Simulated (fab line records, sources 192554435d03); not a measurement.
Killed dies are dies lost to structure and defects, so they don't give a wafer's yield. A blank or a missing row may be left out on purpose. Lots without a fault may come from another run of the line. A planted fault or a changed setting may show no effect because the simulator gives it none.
One fault seen from 2 desks | flow n5_finfet | each desk has only its own numbers; what lay behind them comes last

THE TOOL OWNER'S DESK: pecvd-04
The tool's own readings at N5_ZERO_LAYER_PECVD_02 (deposits SiO2 from SiH4/N2O, target thk 10 nm, time 6 s): means of the sampled wafers that have a number, for each lot that ran on this tool. A lot is out of limits, marked OUT, if its mean lies more than 4 standard deviations from the usual mean; the brackets give that distance.
Columns: A = heater_power_w at N5_ZERO_LAYER_PECVD_02, usual 762 W; B = showerhead_plenum_p_Torr at N5_ZERO_LAYER_PECVD_02, usual 8.08 Torr
lot  | first seen here | A   | B
L972 | day 1 12:17     | 802 | 8.11
L976 | day 2 12:17     | 802 | 8.13
L982 | day 4 00:17     | 884 | 8.12
L983 | day 4 06:17     | 718 | 8.13
L993 | day 6 18:18     | 765 | 8.15
L994 | day 7 00:17     | 799 | 8.11
L995 | day 7 06:17     | 772 | 8.11
This desk's finding: nothing out of limits on any of the 7 lots.

THE METROLOGY DESK
What the gauges read, lot by lot, whatever tool the lot ran on: means of the sampled wafers that have a number. A lot is out of limits, marked OUT, if its mean lies more than 4 standard deviations from the usual mean; the brackets give that distance. Of its 14 readings 7 are shown: the one that was out of limits first, and those that lie furthest out on some lot.
Columns: A = CJ_N at N5_BEOL_M4_RC_MEAS_101, usual 4.33; B = CJ_P at N5_BEOL_M4_RC_MEAS_101, usual 5.77; C = IOFF_P at N5_BEOL_M4_RC_MEAS_101, usual 0.20 nA/um; D = RS_PWELL at N5_BEOL_M4_RC_MEAS_101, usual 3010 ohm/sq; E = SS_P at N5_BEOL_M4_RC_MEAS_101, usual 73.2 mV/dec; F = VT_N at N5_BEOL_M4_RC_MEAS_101, usual 250 mV; G = VT_P at N5_BEOL_M4_RC_MEAS_101, usual -251 mV
lot  | first seen here | A               | B               | C    | D               | E    | F   | G
L972 | day 8 10:06     | 4.43            | 5.53            | 0.23 | 3013            | 73.3 | 249 | -247
L976 | day 9 03:26     | 4.40            | 5.75            | 0.28 | 3016            | 74.2 | 246 | -242
L982 | day 10 21:30    | 4.81 (+5.0) OUT | 4.17 (-7.2) OUT | 0.26 | 3133 (+5.3) OUT | 73.2 | 249 | -246
L983 | day 11 03:55    | 4.74 (+4.2) OUT | 4.95            | 0.19 | 3101            | 73.2 | 255 | -251
L986 | day 11 21:53    | 4.33            | 5.83            | 0.18 | 2988            | 73.1 | 251 | -254
L990 | day 12 10:33    | 4.32            | 5.68            | 0.17 | 3013            | 73.2 | 254 | -257
L991 | day 13 02:10    | 4.35            | 5.68            | 0.22 | 3015            | 73.4 | 250 | -248
L993 | day 13 10:17    | 4.24            | 5.78            | 0.19 | 3004            | 73.9 | 253 | -253
L992 | day 13 11:05    | 4.27            | 5.67            | 0.20 | 3016            | 73.0 | 250 | -251
L994 | day 13 17:25    | 4.43            | 5.79            | 0.19 | 3014            | 72.8 | 248 | -252
L995 | day 14 05:07    | 4.44            | 5.71            | 0.19 | 3022            | 73.1 | 251 | -252
This desk's finding: out of limits on L982, L983; first on L982, day 10 21:30 (CJ_N at N5_BEOL_M4_RC_MEAS_101). In limits: L972, L976, L986, L990, L991, L993, L992, L994, L995.

PUT TOGETHER
The metrology desk could have raised an alarm at day 10 21:30, on L982, L983.
The tool owner's desk saw nothing out of limits.
The tool owner's desk has L982, L983 on record, within its limits.
Of the lots named, all ran N5_ZERO_LAYER_PECVD_02 on pecvd-04.

WHAT THE SIMULATOR HAD PUT IN
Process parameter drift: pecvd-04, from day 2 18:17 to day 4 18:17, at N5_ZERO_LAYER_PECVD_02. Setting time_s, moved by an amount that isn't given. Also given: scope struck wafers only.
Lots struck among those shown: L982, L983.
Hours from the fault's start to each desk's first reading out of limits: the metrology desk, 195.
